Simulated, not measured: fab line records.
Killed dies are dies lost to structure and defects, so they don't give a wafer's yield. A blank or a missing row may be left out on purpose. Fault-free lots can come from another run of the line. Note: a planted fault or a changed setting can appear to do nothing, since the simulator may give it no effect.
fab line records | flow nand-harc
record: lots: 6 wafers: 18 last-day: 33
route steps=1302 shown A_CHANNEL_FILL_D1@500 END@1302
lots that met no fault: taken from a fault-free run of the same line
start-h: hours from the record's opening day to when the first of the lot's shown wafers began | wait-h: hours elapsed since this lot's preceding step | " unchanged from the row above | L1.1+2: a row that stands for several wafers | - no value, or no start was given | * or withheld: withheld | < > ~ a bound
route shown NAME@n: a module of which the file shows steps, and the number in the route of the first | usual: the fault-free wafers' mean and standard deviation | same: alike in all rows | chamber/n: place in a boat | sites: readings site by site | _std_site: the standard deviation of these | _edge_site: inner sites' mean taken away from outer sites' mean | radius-mm: how far each site lies from the wafer's centre | mask NAME#n: copy n | behind: the most recent tool/chamber to have shaped the wafer | hold: the reason the lot was held/the length of the hold in hours/how it ended | device: names the non-switching transistor (n, p or np) | end of line: the route-end tests of the same wafers | a step given without rows: its recipe and nothing more | killed: dies lost to structure and defects at the first sort, not the wafer's yield | map: a wafer's dies, marking killed ones x, the rest . and places with no die _
set.NAME: the setting that was run; set.NAME@STEP: the one run at that earlier step | model.NAME: the simulator's own value behind a step, which no gauge read
lots at some steps of the route; a table a step, a row a wafer
services: the hour from which a tool's chamber was out of use, counted from the record's first day as start-h (under 0 if before that day), plus the number of hours and why
== steps ==
step: NHARC_A_CHANNEL_FILL_D1_ETCHBACK_20
recipe: target-depth-a: 270 time-s: 13.5 c4f8-flow-sccm: withheld o2-flow-sccm: 8 ar-flow-sccm: withheld rf-w: 600 bias-w: 1500 chemistry: C4F8/O2/Ar
usual: oes-product-au: 0.95/0.037 rf-vpp-V: 976/5.1
columns lot.wafer tool chamber start-h wait-h oes-product-au rf-hours-counter-h rf-vpp-V
L245.1 rie-diel-05 1 292.94 - 1.01 2.6 979
L245.4 " 2 " " 1.01 2.9 977
L245.5 " 0 " " 0.98 - 972
L252.3 rie-diel-05 2 373.50 - 0.94 8.4 976
L252.2 " 0 " " 0.91 7.4 972
L252.5 " 1 " " 0.94 - 978
L253.3 rie-diel-07 0 373.51 - 1.02 4.6 975
L253.6 " 1 " " 1.01 - 970
L253.4 " 0 " " 1.01 - 974
L254.1 rie-diel-07 0 389.70 - 1.01 6.1 974
L254.3 " 1 " " 1.00 6.0 970
L254.4 " 3 " " 0.94 5.2 971
L257.2 rie-diel-09 1 412.36 - 0.90 4.3 984
L257.3 " 0 " " 0.92 3.8 974
L257.4 " 0 " " 0.92 - 976
L260.2 rie-diel-09 0 440.13 - 0.93 5.0 976
L260.3 " 1 " " 0.90 5.6 983
L260.6 " 0 " " 0.93 - 976
step: NHARC_A_CHANNEL_FILL_D1_STRIP_28
recipe: time-s: 20 o2-flow-sccm: 500 ar-flow-sccm: 0 bias-w: 0 chemistry: O2
usual: drypump-motor-current-A: 5.7/0.42 oes-product-au: 1.001/0.013 rf-vpp-V: 57.6/0.93 showerhead-plenum-p-Torr: 3.48/0.13 throttle-valve-pct: 17.036/0.009
columns lot.wafer tool chamber start-h wait-h drypump-motor-current-A oes-product-au rf-hours-counter-h rf-vpp-V showerhead-plenum-p-Torr throttle-valve-pct
L245.4 rie-diel-05 2 293.02 0.1 5.7 1.005 3.0 57.9 3.48 17.048
L245.1 " 3 " " 5.3 0.981 2.4 58.3 3.50 17.041
L245.5 " 3 " " 5.3 0.982 - 59.2 3.50 17.047
L252.2 rie-diel-05 1 373.58 0.1 6.4 1.021 8.7 58.0 3.55 17.026
L252.3 " 2 " " 5.6 1.023 8.5 57.2 3.48 17.032
L252.5 " 0 " " 5.5 0.990 - 57.5 3.38 17.027
L253.3 rie-diel-07 0 373.60 0.1 5.7 1.013 4.6 58.3 3.44 17.036
L253.4 " 2 " " 5.1 0.994 - 56.8 3.29 17.030
L253.6 " 1 " " 5.2 1.004 - 56.3 3.32 17.035
L254.1 rie-diel-07 3 389.79 0.1 5.0 1.011 5.2 58.2 3.36 17.059
L254.4 " 1 " " 5.2 0.999 6.1 59.2 3.32 17.051
L254.3 " 2 " " 5.1 1.003 6.7 55.8 3.29 17.023
L257.2 rie-diel-09 1 412.47 0.1 5.8 0.976 4.4 57.1 3.66 17.041
L257.3 " 0 " " 6.2 1.005 3.8 58.1 3.45 17.031
L257.4 " 2 " " 6.1 0.994 - 57.5 3.63 17.020
L260.3 rie-diel-09 1 440.24 0.1 5.8 0.977 5.7 58.6 3.66 17.036
L260.2 " 0 " " 6.2 0.994 5.0 59.1 3.45 17.039
L260.6 " 2 " " 6.1 1.004 - 57.1 3.63 17.037
step: NHARC_A_CHANNEL_FILL_D1_PRECLEAN_21
recipe: time-s: 30 chemistry: dHF
step: NHARC_A_CHANNEL_FILL_D1_SRD_23
step: NHARC_A_CHANNEL_FILL_D1_CVD_05
recipe: target-thk-a: 50 temp-c: 550 material: poly-Si
step: NHARC_A_CHANNEL_FILL_D1_ANNEAL_22
recipe: temp-c: 620 time-s: 7200
step: NHARC_A_CHANNEL_FILL_D1_ALD_25
recipe: target-thk-a: 600 pulse-time-s: 10 ald-cycles: 600 temp-c: 300 material: SiOx
usual: heater-power-w: 474/38 precursor-pulse-height-rel: 0.999/0.019
columns lot.wafer tool chamber start-h wait-h heater-power-w precursor-pulse-height-rel
L245.1 ald-hk-03 0 305.85 1.1 478 0.995
L245.4 " 1 " " 494 0.982
L245.5 " 1 308.91 4.2 498 0.988
L253.4 ald-hk-02 2 385.97 0.7 460 1.005
L253.3 " 0 387.21 1.9 463 0.990
L253.6 " 2 388.45 3.2 467 0.974
L252.2 ald-hk-04 3 386.58 1.3 496 1.025
L252.3 " 0 " " 415 0.990
L252.5 " 2 388.41 3.1 528 0.985
L254.3 ald-hk-04 3 401.50 0.1 494 0.994
L254.1 " 0 " " 420 1.010
L254.4 " 1 " " 481 0.999
L257.2 ald-hk-04 2 426.88 0.4 529 1.013
L257.4 " 0 428.12 1.6 427 0.984
L257.3 " 1 " " 488 1.005
L260.3 ald-hk-04 1 452.63 0.7 506 1.020
L260.2 " 2 " " 503 0.975
L260.6 " 0 454.47 2.5 410 0.998
step: NHARC_A_CHANNEL_FILL_D1_ETCHBACK_08
recipe: target-depth-a: 2200 time-s: 110 c4f8-flow-sccm: 20 ar-flow-sccm: withheld rf-w: 600 bias-w: 300 chemistry: C4F8
usual: oes-product-au: 0.95/0.037 rf-vpp-V: 440.2/2.3
columns lot.wafer tool chamber start-h wait-h oes-product-au rf-hours-counter-h rf-vpp-V
L245.4 rie-diel-09 3 - - 0.94 6.7 443.7
L245.1 " 1 " " 0.91 7.9 443.7
L245.5 " 2 " " 0.92 - 443.1
L252.2 rie-diel-07 3 - - 0.98 5.2 438.2
L252.3 " 1 " " 1.00 6.1 435.8
L252.5 " 0 " " 1.00 - 440.1
L253.4 rie-diel-09 1 - - 0.96 3.5 444.2
L253.3 " 3 " " 1.00 3.1 443.8
L253.6 " 1 " " 0.97 - 443.3
L254.1 rie-diel-07 3 - - 0.94 7.0 438.3
L254.3 " 1 " " 0.92 7.6 438.1
L254.4 " 1 " " 0.92 - 437.4
L257.3 rie-diel-09 0 - - 0.91 4.9 441.0
L257.2 " 2 " " 0.93 6.0 442.2
L257.4 " 1 " " 0.92 - 443.8
L260.3 rie-diel-05 3 - - 0.99 1.6 439.7
L260.2 " 1 " " 1.02 2.0 441.6
L260.6 " 2 " " 1.02 - 440.8
step: NHARC_A_CHANNEL_FILL_D1_STRIP_29
recipe: time-s: 20 o2-flow-sccm: 500 ar-flow-sccm: 0 bias-w: 0 chemistry: O2
usual: drypump-motor-current-A: 5.7/0.42 oes-product-au: 1.000/0.013 rf-vpp-V: 57.7/0.9 showerhead-plenum-p-Torr: 3.48/0.12 throttle-valve-pct: 17.037/0.0093
columns lot.wafer tool chamber start-h wait-h drypump-motor-current-A oes-product-au rf-hours-counter-h rf-vpp-V showerhead-plenum-p-Torr throttle-valve-pct
L245.4 rie-diel-09 2 - - 6.1 0.994 7.6 57.8 3.63 17.039
L245.1 " 0 " " 6.2 1.005 5.9 57.9 3.46 17.040
L245.5 " 2 " " 6.0 0.998 - 57.3 3.63 17.039
L252.2 rie-diel-07 0 - - 5.7 1.010 6.2 57.5 3.44 17.046
L252.3 " 1 " " 5.1 0.995 6.1 56.9 3.32 17.026
L252.5 " 0 " " 5.7 1.013 - 57.9 3.44 17.042
L253.3 rie-diel-09 2 - - 6.1 0.997 3.9 58.9 3.63 17.027
L253.4 " 0 " " 6.2 1.002 2.8 57.1 3.45 17.033
L253.6 " 2 " " 6.1 1.004 - 58.7 3.63 17.027
L254.1 rie-diel-07 3 407.22 0.2 5.1 1.018 7.0 57.1 3.36 17.039
L254.3 " 1 " " 5.1 1.000 7.7 56.8 3.32 17.037
L254.4 " 2 " " 5.1 0.998 - 56.4 3.29 17.051
L257.2 rie-diel-09 2 432.63 0.1 6.1 1.006 6.0 57.8 3.63 17.020
L257.3 " 0 " " 6.2 1.000 5.0 58.0 3.45 17.046
L257.4 " 0 " " 6.2 1.000 - 57.1 3.45 17.039
L260.2 rie-diel-05 3 - - 5.4 1.003 1.7 57.6 3.50 17.021
L260.3 " 1 " " 6.3 1.032 2.0 59.5 3.55 17.026
L260.6 " 3 " " 5.3 1.000 - 58.9 3.50 17.032
step: NHARC_A_CHANNEL_FILL_D1_PRECLEAN_30
recipe: time-s: 30 chemistry: dHF
step: NHARC_A_CHANNEL_FILL_D1_SRD_31
step: NHARC_A_CHANNEL_FILL_D1_CVD_09
recipe: target-thk-a: 1500 temp-c: 620 pressure-mtorr: 200 time-s: 3000 material: poly-Si
usual: pressure-mtorr: 199.8/0.41 run-length-s: 3001.5/0.25 zone-power-bottom-pct: 14.2/0.92
columns lot.wafer tool chamber start-h wait-h pressure-mtorr run-length-s zone-power-bottom-pct
L245.1 lpcvd-poly-04 0 313.92 2.3 199.2 3001.9 13.6
L245.4 " 0 " " 199.8 3001.9 13.5
L245.5 " 0 " " 199.5 3001.9 13.5
L252.2 lpcvd-poly-04 - 394.03 2.9 - - -
L252.3 " - " " - - -
L252.5 " - " " - - -
L253.3 lpcvd-poly-04 - 394.03 2.8 - - -
L253.4 " - " " - - -
L253.6 " - " " - - -
L254.1 lpcvd-poly-04 0 411.83 4.5 199.7 3001.4 13.4
L254.3 " 0 " " 199.4 3001.4 13.5
L254.4 " 0 " " 199.8 3001.4 13.3
L257.2 lpcvd-poly-04 0 435.29 2.5 200.1 3001.3 13.2
L257.3 " 0 " " 200.2 3001.3 13.7
L257.4 " 0 " " 199.4 3001.3 13.4
L260.2 lpcvd-poly-03 0 460.18 2.3 200.7 3001.1 15.3
L260.3 " 0 " " 200.1 3001.1 15.5
L260.6 " 0 " " 200.1 3001.1 15.4
step: NHARC_A_CHANNEL_FILL_D1_CMP_10
recipe: target-thk-nm: 150
usual: motor-current-A: 12.3/1.8 time-to-endpoint-s: 14/3
columns lot.wafer tool chamber start-h wait-h motor-current-A time-to-endpoint-s
L245.1 cmp-01 0 317.06 0.4 12.4 15
L245.4 " 3 " " 12.4 13
L245.5 " 1 " " 11.0 18
L252.2 cmp-02 2 397.23 0.4 10.7 4
L252.3 " 1 " " 12.2 7
L252.5 " 2 " " 10.8 8
L253.3 cmp-01 3 397.28 0.4 13.0 6
L253.4 " 0 " " 12.7 6
L253.6 " 2 " " 12.5 9
L254.1 cmp-01 1 414.99 0.4 11.5 16
L254.3 " 2 " " 11.5 15
L254.4 " 0 " " 12.4 15
L257.2 cmp-02 1 438.46 0.4 11.7 16
L257.3 " 2 " " 10.1 17
L257.4 " 0 " " 14.1 13
L260.2 cmp-04 0 463.39 0.4 10.4 12
L260.3 " 2 " " 13.0 18
L260.6 " 1 " " 15.9 15
step: NHARC_END_SORT_01
recipe: temp-c: 25
usual: killed-at-array: 56/20 killed-at-other: 0.9/1.1 killed-at-periphery: 3.7/3 killed-dies: 61/21 killed-open: 2.9/1.6 killed-short: 2.6/1.4
same: gross-dies: 677
columns lot.wafer tool chamber start-h wait-h killed-at-array killed-at-other killed-at-periphery killed-dies killed-open killed-short
L245.1 prober-01 0 640.07 2.5 34 0 1 35 4 3
L245.4 prober-01 0 642.47 3.4 55 0 3 58 3 3
L245.5 prober-01 0 643.26 3.7 30 0 2 32 3 1
L253.3 prober-01 0 719.63 3.1 670 4 3 677 1 2
L253.4 prober-01 0 720.43 3.4 665 3 9 677 4 6
L253.6 prober-01 0 722.05 4.0 670 3 4 677 0 3
L252.2 prober-02 0 725.63 2.8 673 0 4 677 5 3
L252.3 prober-02 0 726.42 3.1 675 0 2 677 4 0
L252.5 prober-02 0 728.00 3.7 675 0 2 677 4 2
L254.1 prober-01 0 737.27 2.5 91 0 2 93 2 2
L254.3 prober-01 0 738.86 3.1 119 0 4 123 2 1
L254.4 prober-01 0 739.66 3.4 105 0 1 106 1 2
killed by level:class
L245.1 A_CHANNEL_HOLE_D2:chamber-film-flake=11 A_CONTACT:chamber-film-flake=5 A_SGD_CUT:chamber-film-flake=3 A_WL_FILL:chamber-film-flake=3 A_CHANNEL_FILL_D1:chamber-film-flake=2 A_ONON_D1:geometric-particle:open=1 A_CHANNEL_FILL_D1:geometric-particle:short=1 A_DECK1_JOINT:geometric-particle:short=1
L245.4 A_CONTACT:chamber-film-flake=21 A_CHANNEL_HOLE_D2:chamber-film-flake=20 A_CHANNEL_HOLE_D1:chamber-film-flake=5 A_SGD_CUT:chamber-film-flake=2 P_GATE:geometric-particle:short=1 P_M0:geometric-particle:open=1 A_CHANNEL_FILL_D1:geometric-particle:short=1 A_CHANNEL_FILL_D2:geometric-particle:open=1
L245.5 A_CONTACT:chamber-film-flake=9 A_CHANNEL_HOLE_D2:chamber-film-flake=6 A_CHANNEL_HOLE_D1:chamber-film-flake=4 A_SGD_CUT:chamber-film-flake=4 A_CHANNEL_FILL_D1:chamber-film-flake=2 P_M2:geometric-particle:open=1 A_SOURCE_PLATE:geometric-particle:open=1 A_CHANNEL_FILL_D1:geometric-particle:open=1
L253.3 A_CHANNEL_FILL_D1:area-cvd=601 A_SLIT:chamber-film-flake=28 A_CHANNEL_HOLE_D2:chamber-film-flake=22 A_STAIRCASE:chamber-film-flake=7 A_CHANNEL_HOLE_D1:chamber-film-flake=3 THIN_TSV:chamber-film-flake=3 A_WL_FILL:chamber-film-flake=2 A_CONTACT:chamber-film-flake=2
L253.4 A_CHANNEL_FILL_D1:area-cvd=588 A_CHANNEL_HOLE_D2:chamber-film-flake=29 A_SLIT:chamber-film-flake=23 A_CHANNEL_HOLE_D1:chamber-film-flake=8 P_GATE:chamber-film-flake=3 P_M2:chamber-film-flake=3 A_STAIRCASE:chamber-film-flake=3 P_CONTACT:chamber-film-flake=2
L253.6 A_CHANNEL_FILL_D1:area-cvd=595 A_SLIT:chamber-film-flake=34 A_CHANNEL_HOLE_D2:chamber-film-flake=21 A_CHANNEL_HOLE_D1:chamber-film-flake=7 A_STAIRCASE:chamber-film-flake=4 THIN_TSV:chamber-film-flake=3 P_CONTACT:chamber-film-flake=2 P_M2:chamber-film-flake=2
L252.2 A_CHANNEL_FILL_D1:area-cvd=640 A_CHANNEL_HOLE_D1:chamber-film-flake=16 A_DECK1_JOINT:chamber-film-flake=3 A_STAIRCASE:chamber-film-flake=3 P_CONTACT:geometric-particle:open=2 A_SLIT:chamber-film-flake=2 A_DECK1_JOINT:geometric-particle:short=1 A_CHANNEL_FILL_D2:geometric-particle:short=1
L252.3 A_CHANNEL_FILL_D1:area-cvd=643 A_CHANNEL_HOLE_D1:chamber-film-flake=21 A_STAIRCASE:chamber-film-flake=3 P_CONTACT:geometric-particle:open=1 A_ONON_D2:geometric-particle:open=1 A_SLIT:geometric-particle:open=1 A_BLC:geometric-particle:open=1 P_ZERO_WELL:chamber-film-flake=1
L252.5 A_CHANNEL_FILL_D1:area-cvd=627 A_CHANNEL_HOLE_D1:chamber-film-flake=36 A_CONTACT:chamber-film-flake=4 A_STAIRCASE:chamber-film-flake=2 P_GATE:geometric-particle:open=1 P_M0:geometric-particle:short=1 A_SOURCE_PLATE:geometric-particle:short=1 A_CHANNEL_FILL_D1:geometric-particle:open=1
L254.1 A_SLIT:chamber-film-flake=28 A_CHANNEL_HOLE_D2:chamber-film-flake=22 A_CHANNEL_HOLE_D1:chamber-film-flake=16 A_CONTACT:chamber-film-flake=9 A_SGD_CUT:chamber-film-flake=7 A_STAIRCASE:chamber-film-flake=6 P_M2:geometric-particle:open=1 A_STAIRCASE:geometric-particle:short=1
L254.3 A_CHANNEL_HOLE_D1:chamber-film-flake=31 A_CHANNEL_HOLE_D2:chamber-film-flake=31 A_SLIT:chamber-film-flake=30 A_STAIRCASE:chamber-film-flake=13 A_SGD_CUT:chamber-film-flake=7 A_CONTACT:chamber-film-flake=5 P_M0:geometric-particle:open=1 P_M1:geometric-particle:short=1
L254.4 A_SLIT:chamber-film-flake=34 A_CHANNEL_HOLE_D2:chamber-film-flake=30 A_CHANNEL_HOLE_D1:chamber-film-flake=20 A_STAIRCASE:chamber-film-flake=6 A_CONTACT:chamber-film-flake=6 A_SGD_CUT:chamber-film-flake=3 A_CHANNEL_FILL_D1:geometric-particle:short=1 A_DECK1_JOINT:geometric-particle:short=1
map L252.2 (x killed, . not)
____________x____________
_________xxxxxxx_________
_______xxxxxxxxxxx_______
______xxxxxxxxxxxxx______
_____xxxxxxxxxxxxxxx_____
____xxxxxxxxxxxxxxxxx____
____xxxxxxxxxxxxxxxxx____
___xxxxxxxxxxxxxxxxxxx___
___xxxxxxxxxxxxxxxxxxx___
__xxxxxxxxxxxxxxxxxxxxx__
__xxxxxxxxxxxxxxxxxxxxx__
_xxxxxxxxxxxxxxxxxxxxxxx_
_xxxxxxxxxxxxxxxxxxxxxxx_
_xxxxxxxxxxxxxxxxxxxxxxx_
_xxxxxxxxxxxxxxxxxxxxxxx_
_xxxxxxxxxxxxxxxxxxxxxxx_
xxxxxxxxxxxxxxxxxxxxxxxxx
xxxxxxxxxxxxxxxxxxxxxxxxx
xxxxxxxxxxxxxxxxxxxxxxxxx
xxxxxxxxxxxxxxxxxxxxxxxxx
xxxxxxxxxxxxxxxxxxxxxxxxx
_xxxxxxxxxxxxxxxxxxxxxxx_
_xxxxxxxxxxxxxxxxxxxxxxx_
_xxxxxxxxxxxxxxxxxxxxxxx_
_xxxxxxxxxxxxxxxxxxxxxxx_
_xxxxxxxxxxxxxxxxxxxxxxx_
__xxxxxxxxxxxxxxxxxxxxx__
__xxxxxxxxxxxxxxxxxxxxx__
___xxxxxxxxxxxxxxxxxxx___
___xxxxxxxxxxxxxxxxxxx___
____xxxxxxxxxxxxxxxxx____
____xxxxxxxxxxxxxxxxx____
_____xxxxxxxxxxxxxxx_____
______xxxxxxxxxxxxx______
_______xxxxxxxxxxx_______
_________xxxxxxx_________
____________x____________
map L253.3 (x killed, . not)
____________x____________
_________xxxxxxx_________
_______xxxxxxxxxxx_______
______xxxxxxxxxxxxx______
_____xxxxxxxxxxxxxxx_____
____xxxxxxxxxxxxxxxxx____
____xxxxxxxxxxxxxxxxx____
___xxxxxxxxxxxxxxxxxxx___
___xxxxxxxxxxxxxxxxxxx___
__xxxxxxxxxxxxxxxxxxxxx__
__xxxxxxxxxxxxxxxxxxxxx__
_xxxxxxxxxxxxxxxxxxxxxxx_
_xxxxxxxxxxxxxxxxxxxxxxx_
_xxxxxxxxxxxxxxxxxxxxxxx_
_xxxxxxxxxxxxxxxxxxxxxxx_
_xxxxxxxxxxxxxxxxxxxxxxx_
xxxxxxxxxxxxxxxxxxxxxxxxx
xxxxxxxxxxxxxxxxxxxxxxxxx
xxxxxxxxxxxxxxxxxxxxxxxxx
xxxxxxxxxxxxxxxxxxxxxxxxx
xxxxxxxxxxxxxxxxxxxxxxxxx
_xxxxxxxxxxxxxxxxxxxxxxx_
_xxxxxxxxxxxxxxxxxxxxxxx_
_xxxxxxxxxxxxxxxxxxxxxxx_
_xxxxxxxxxxxxxxxxxxxxxxx_
_xxxxxxxxxxxxxxxxxxxxxxx_
__xxxxxxxxxxxxxxxxxxxxx__
__xxxxxxxxxxxxxxxxxxxxx__
___xxxxxxxxxxxxxxxxxxx___
___xxxxxxxxxxxxxxxxxxx___
____xxxxxxxxxxxxxxxxx____
____xxxxxxxxxxxxxxxxx____
_____xxxxxxxxxxxxxxx_____
______xxxxxxxxxxxxx______
_______xxxxxxxxxxx_______
_________xxxxxxx_________
____________x____________
== services ==
columns tool chamber start-h hours kind
cmp-01 - 269.41 2.0 repair
cmp-01 - 275.09 4.0 repair
cmp-01 - 283.50 4.0 pm
rie-diel-07 3 288.87 4.6 repair
rie-diel-07 - 294.20 9.0 pm
rie-diel-05 0 317.44 1.7 repair
rie-diel-09 - 320.15 9.0 pm
cmp-01 - 320.28 0.6 repair
rie-diel-09 2 333.88 3.6 repair
cmp-01 - 351.19 3.0 repair
rie-diel-07 3 373.37 12.9 repair
cmp-01 - 377.07 1.8 repair
cmp-01 - 381.50 4.0 pm
rie-diel-07 - 390.09 0.2 repair
rie-diel-07 2 395.73 6.9 repair
rie-diel-07 0 396.63 13.6 repair
rie-diel-05 - 406.96 9.0 pm
rie-diel-09 3 409.04 43.8 repair
rie-diel-05 2 425.71 2.6 repair
rie-diel-07 2 431.03 2.0 repair
rie-diel-05 2 432.61 3.4 repair
ald-hk-04 - 432.67 10.0 pm
rie-diel-09 0 460.73 4.1 repair
rie-diel-05 3 462.43 7.1 repair
== key ==
first-sign: step: NHARC_A_CHANNEL_FILL_D1_CVD_09 reading: tool-record direction: missing
effect: step: NHARC_A_CHANNEL_FILL_D1_CMP_10 reading: time-to-endpoint-s direction: down sigmas: 2.5 usual: * struck: *
effect: step: NHARC_END_SORT_01 reading: killed-at-array direction: up sigmas: 30 usual: 56 struck: 671
more-kills-born-at: NHARC_A_CHANNEL_FILL_D1_CVD_09@lpcvd-poly-04: 3694
met-at NHARC_A_CHANNEL_FILL_D1_CVD_09
struck-wafers L252.2,L252.3,L252.5,L253.3,L253.4,L253.6
later-rows-left-out L252.2,L252.3,L252.5,L253.3,L253.4,L253.6
tester-left-out L252,L253
onset-between 313.92 394.03
fault: kind: skipped-step-whole tool: lpcvd-poly-04 chamber: - onset-h: 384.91 steps: NHARC_A_CHANNEL_FILL_D1_CVD_09 scope: struck-lots-only
tester-left-out: of these lots the tester's yield and bins aren't shown, on N5 and GAA mostly nor the transistor test; their killed dies are dies lost to structure and defects alone, not to doping, threshold or leakage, so they don't give the yield
later-rows-left-out: the simulator's readings of these wafers behind a module that went badly wrong aren't trusted and aren't shown, but for the sort
